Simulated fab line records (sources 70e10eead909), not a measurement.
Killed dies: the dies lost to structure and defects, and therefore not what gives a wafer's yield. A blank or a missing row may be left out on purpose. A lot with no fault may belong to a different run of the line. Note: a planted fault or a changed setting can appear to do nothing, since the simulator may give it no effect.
What tool caused it? -- flow nand_harc -- 33 wafers from 11 lots sampled at 4 of the route's 1159 steps

## WHAT EACH GAUGE READ, for each wafer
NHARC_P_M2_CD_MEAS_09: target cd 170 nm.
lot,measured,on,cd_nm (nm)
L317,day 6 18:19,cd_sem-02,170.3 169.8 168.9
L322,day 7 09:57,cd_sem-03,170.2 171.2 171.0
L323,day 7 14:40,cd_sem-01,171.6 170.7 170.2
L324,day 7 23:43,cd_sem-01,169.0 169.9 170.1
L325,day 8 10:01,cd_sem-03,171.5 170.8 170.9
L326,day 8 13:14,cd_sem-01,169.5 170.3 168.9
L332,day 9 22:48,cd_sem-02,158.4 157.1 157.5 158.2 156.8 157.1
L334,day 10 07:43,cd_sem-03,159.7 159.3 160.3 160.3 159.6 160.5
L336,day 10 21:58,cd_sem-01,171.0 170.3 169.9
L339,day 11 11:53,cd_sem-01,170.1 169.0 168.5
L338,day 11 12:02,cd_sem-03,169.0 168.6 170.3

## EACH LOT AND THE TOOL THAT RAN IT (in order: tool; ch and the chambers of the sampled wafers; start)
lot,NHARC_P_M1_PVD_20,NHARC_P_M1_ANNEAL_31,NHARC_P_M2_EXPOSE_06
L317,"pvd_sputter-01, day 6 16:10 or earlier","rtp_anneal-02 ch 0, day 6 16:10","arfi_scanner-03 ch 0, day 6 18:10"
L322,"pvd_sputter-01, day 7 07:46 or earlier","rtp_anneal-01 ch 0, day 7 07:46","arfi_scanner-03 ch 0, day 7 09:49"
L323,"pvd_sputter-03, day 7 12:19 or earlier","rtp_anneal-02 ch 0, day 7 12:19","arfi_scanner-02 ch 0, day 7 14:32"
L324,"pvd_sputter-02, day 7 21:33 or earlier","rtp_anneal-02 ch 0, day 7 21:33","arfi_scanner-01 ch 0, day 7 23:34"
L325,"pvd_sputter-02, day 8 07:56 or earlier","rtp_anneal-01 ch 0, day 8 07:56","arfi_scanner-01 ch 0, day 8 09:53"
L326,"pvd_sputter-02, day 8 11:01 or earlier","rtp_anneal-02 ch 0, day 8 11:01","arfi_scanner-03 ch 0, day 8 13:05"
L332,"pvd_sputter-03, day 9 20:41 or earlier","rtp_anneal-02 ch 0, day 9 20:41","arfi_scanner-01 ch 0, day 9 22:40"
L334,"pvd_sputter-03, day 10 05:31 or earlier","rtp_anneal-01 ch 0, day 10 05:31","arfi_scanner-01 ch 0, day 10 07:35"
L336,"pvd_sputter-01, day 10 19:51 or earlier","rtp_anneal-02 ch 0, day 10 19:51","arfi_scanner-03 ch 0, day 10 21:50"
L339,"pvd_sputter-02, day 11 09:25 or earlier","rtp_anneal-01 ch 0, day 11 09:25","arfi_scanner-03 ch 0, day 11 11:44"
L338,"pvd_sputter-03, day 11 09:47 or earlier","rtp_anneal-02 ch 0, day 11 09:47","arfi_scanner-03 ch 0, day 11 11:54"
- NHARC_P_M1_PVD_20: deposits TaN, target thk 5 nm, time 8.06 s.
- NHARC_P_M1_ANNEAL_31: time 90 s.
- NHARC_P_M2_EXPOSE_06: exposes mask P M2, target cd 170 nm.

## THE ANSWER, worked out from the rows above alone
Rule: what is usual is taken from the lots themselves. Put in order of their means at a reading, lots are off if they are a third of the lots or fewer, leave a main group of 4 or more, and stand apart from it by a gap of 3 or more times the standard deviation of the main group's means; of several such gaps the widest counts. Not used: any main group whose means are identical at the precision the tables above print for the reading. A lot without any number at a reading at which 4 lots or more have one is off too. Where the step has rows for the other lots, those lots are counted as sound.
Off at NHARC_P_M2_CD_MEAS_09 (cd_nm): L332, L334. For the main group the mean is 170.1 nm and the standard deviation 0.68.
If a tool, at a process step before that reading, ran all the lots that are off and no sound lot after the first of them, it fits. The gauges at NHARC_P_M2_CD_MEAS_09 are tried like those tools. With no start given for some of its lots, NHARC_P_M1_PVD_20 uses the hours and lot order of NHARC_P_M1_ANNEAL_31. One fits: arfi_scanner-01 at NHARC_P_M2_EXPOSE_06. A fault onset in the window from L325 (day 8 09:53, its last sound lot) to L332 (day 9 22:40, its first lot off) fits.

## WHAT THE SIMULATOR HAD INSERTED
Drift in process parameters on arfi_scanner-01 at NHARC_P_M2_EXPOSE_06, starting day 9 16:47. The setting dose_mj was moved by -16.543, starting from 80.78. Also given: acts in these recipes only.
Lots struck among those shown: L332, L334. The same result came from the rule above.
